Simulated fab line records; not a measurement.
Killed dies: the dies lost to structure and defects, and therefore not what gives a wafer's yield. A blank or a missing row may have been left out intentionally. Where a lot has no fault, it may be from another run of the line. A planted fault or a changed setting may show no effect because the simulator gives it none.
Chamber matching | flow nandHarc | NHARC_A_STAIRCASE_DESCUM_270 on rieDiel-05 has 4 sister chambers
The step chemistry O2, time 3 s. 4 wafers are shown with their chamber, then 8 later ones without.

## WAFERS, EACH WITH ITS CHAMBER
wafer  | chamber | drypumpMotorCurrentA (A)
L083.5 | 2       | 6.3
L084.5 | 0       | 6.1
L084.6 | 1       | 4.7
L085.1 | 3       | 4.9

## WAFERS WITH NO CHAMBER GIVEN
wafer  | drypumpMotorCurrentA (A)
L085.3 | 6.1
L085.5 | 6.1
L089.1 | 6.2
L089.3 | 6.1
L089.6 | 4.8
L094.2 | 6.3
L094.3 | 4.9
L094.6 | 6.2

## THE CHAMBER EACH PASSED THROUGH
wafer  | from the rows above     | in truth
L085.3 | 0                       | 0
L085.5 | 0                       | 0
L089.1 | can't be placed: 2 or 0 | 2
L089.3 | 0                       | 0
L089.6 | can't be placed: 1 or 3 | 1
L094.2 | 2                       | 2
L094.3 | 3                       | 3
L094.6 | can't be placed: 2 or 0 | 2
Correct placement for 5 of the 8. From these rows, 3 cannot be placed; in 3 the true chamber is one of the candidates. Number placed wrongly: 0.
How it was worked out, from the rows above alone: a wafer's distance from a chamber is the root of the sum, over the readings, of the square of ((its reading less the chamber's mean) divided by the reading's scatter). If the next closest chamber is less than 2 further off than the closest, the wafer can't be placed; otherwise it belongs to the closest. The mean given for a chamber averages the wafers shown for that chamber. The scatter: with one shown wafer a chamber, the root of the mean of the squares of how far each hidden wafer lies from its nearest shown one.
